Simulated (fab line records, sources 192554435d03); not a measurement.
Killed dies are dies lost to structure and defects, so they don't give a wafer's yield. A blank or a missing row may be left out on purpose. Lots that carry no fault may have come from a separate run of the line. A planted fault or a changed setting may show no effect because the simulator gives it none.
One fault seen from 3 desks | flow n5-finfet | what lay behind the numbers comes last; until then each desk has only its own

== THE DEFECT DESK ==
What the inspections along the route counted, lot by lot: means of the sampled wafers that have a number. If a lot's mean is further than 4 standard deviations from the usual mean, the lot is out of limits and carries the mark OUT (the distance appears in the brackets).
Columns: A = raw-defect-count at N5_FIN_SAQP_INSPECT_40, usual 247; B = raw-defect-count at N5_FIN_CUT_INSPECT_10, usual 44; C = raw-defect-count at N5_FIN_CUT_INSPECT_17, usual 252
lot  | first seen here | A   | B             | C
L797 | day 2 04:37     | 351 | 71            | 326
L801 | day 3 03:34     | 201 | 38            | 233
L809 | day 5 02:27     | 414 | 266 (+17) OUT | 405
L813 | day 6 01:56     | 305 | 58            | 299
L814 | day 6 07:48     | 245 | 40            | 250
L815 | day 6 13:47     | 406 | 78            | 445
L819 | day 7 14:57     | 215 | 36            | 220
L820 | day 7 20:21     | 299 | 55            | 287
Finding of this desk: L809 out of limits; the first was L809 at day 5 02:58, on raw-defect-count at N5_FIN_CUT_INSPECT_10. L797, L801, L813, L814, L815, L819, L820 stayed within limits.

== METROLOGY DESK ==
What the gauges read, lot by lot, whatever tool the lot ran on: means of the sampled wafers that have a number. If a lot's mean is further than 4 standard deviations from the usual mean, the lot is out of limits and carries the mark OUT (the distance appears in the brackets). It has 10 readings; the 7 that lie furthest out on some lot are the ones shown.
Columns: A = DIBL_N at N5_BEOL_M4_RC_MEAS_101, usual 36.1 mV/V; B = DIBL_P at N5_BEOL_M4_RC_MEAS_101, usual 35.7 mV/V; C = IOFF_N at N5_BEOL_M4_RC_MEAS_101, usual 0.159 nA/um; D = ION_N at N5_BEOL_M4_RC_MEAS_101, usual 673 uA/um; E = ION_P at N5_BEOL_M4_RC_MEAS_101, usual 462 uA/um; F = VT_N at N5_BEOL_M4_RC_MEAS_101, usual 249.7 mV; G = VT_P at N5_BEOL_M4_RC_MEAS_101, usual -250 mV
lot  | first seen here | A    | B    | C     | D   | E   | F     | G
L797 | day 7 22:14     | 33.4 | 33.7 | 0.125 | 662 | 462 | 252.0 | -249
L801 | day 8 17:10     | 37.9 | 37.3 | 0.160 | 668 | 452 | 251.5 | -253
L809 | day 10 21:25    | 37.7 | 36.2 | 0.169 | 671 | 460 | 250.4 | -250
L813 | day 11 15:35    | 36.2 | 36.9 | 0.170 | 686 | 470 | 247.8 | -246
L814 | day 12 12:33    | 36.2 | 37.0 | 0.189 | 686 | 465 | 246.0 | -250
L815 | day 12 17:29    | 37.8 | 37.5 | 0.175 | 680 | 464 | 248.1 | -249
L820 | day 14 16:55    | 37.4 | 35.8 | 0.160 | 675 | 472 | 248.7 | -248
L819 | day 15 05:43    | 35.5 | 35.1 | 0.165 | 675 | 470 | 247.4 | -244
This desk's finding: nothing out of limits on any of the 8 lots.

== THE TOOL OWNER'S DESK: rie-diel-03 ==
The tool's own readings at N5_FIN_SAQP_STRIP_70 (strips in N2/H2): means of the sampled wafers that have a number, for each lot that ran on this tool. If a lot's mean is further than 4 standard deviations from the usual mean, the lot is out of limits and carries the mark OUT (the distance appears in the brackets).
Columns: A = bias-power-w at N5_FIN_SAQP_STRIP_70, usual 27.99 W; B = drypump-motor-current-A at N5_FIN_SAQP_STRIP_70, usual 5.58 A; C = oes-product-au at N5_FIN_SAQP_STRIP_70, usual 0.80 a.u.; D = rf-vpp-V at N5_FIN_SAQP_STRIP_70, usual 122.1 V; E = showerhead-plenum-p-Torr at N5_FIN_SAQP_STRIP_70, usual 3.43 Torr; F = throttle-valve-pct at N5_FIN_SAQP_STRIP_70, usual 19.0 %
lot  | first seen here | A     | B    | C    | D     | E    | F
L801 | day 3 02:05     | 28.03 | 5.80 | 0.77 | 121.6 | 3.38 | 18.6
L809 | day 5 00:53     | 28.01 | 5.57 | 0.74 | 122.1 | 3.38 | 18.8
This desk's finding: nothing out of limits on any of the 2 lots.

== BROUGHT TOGETHER ==
The defect desk could have raised an alarm at day 5 02:58, on L809.
Nothing out of limits was seen by the metrology desk.
The tool owner's desk saw nothing out of limits.
The metrology desk holds a record of L809, inside its limits.
The tool owner's desk has L809 on record, within its limits.
On rie-diel-03, each named lot ran N5_FIN_SAQP_STRIP_70.

== WHAT THE SIMULATOR HAD INSERTED ==
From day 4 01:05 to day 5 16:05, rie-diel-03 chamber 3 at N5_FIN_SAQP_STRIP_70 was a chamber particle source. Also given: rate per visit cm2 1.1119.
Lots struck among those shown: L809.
Hours from the fault's start to each desk's first reading out of limits: the defect desk, 26.
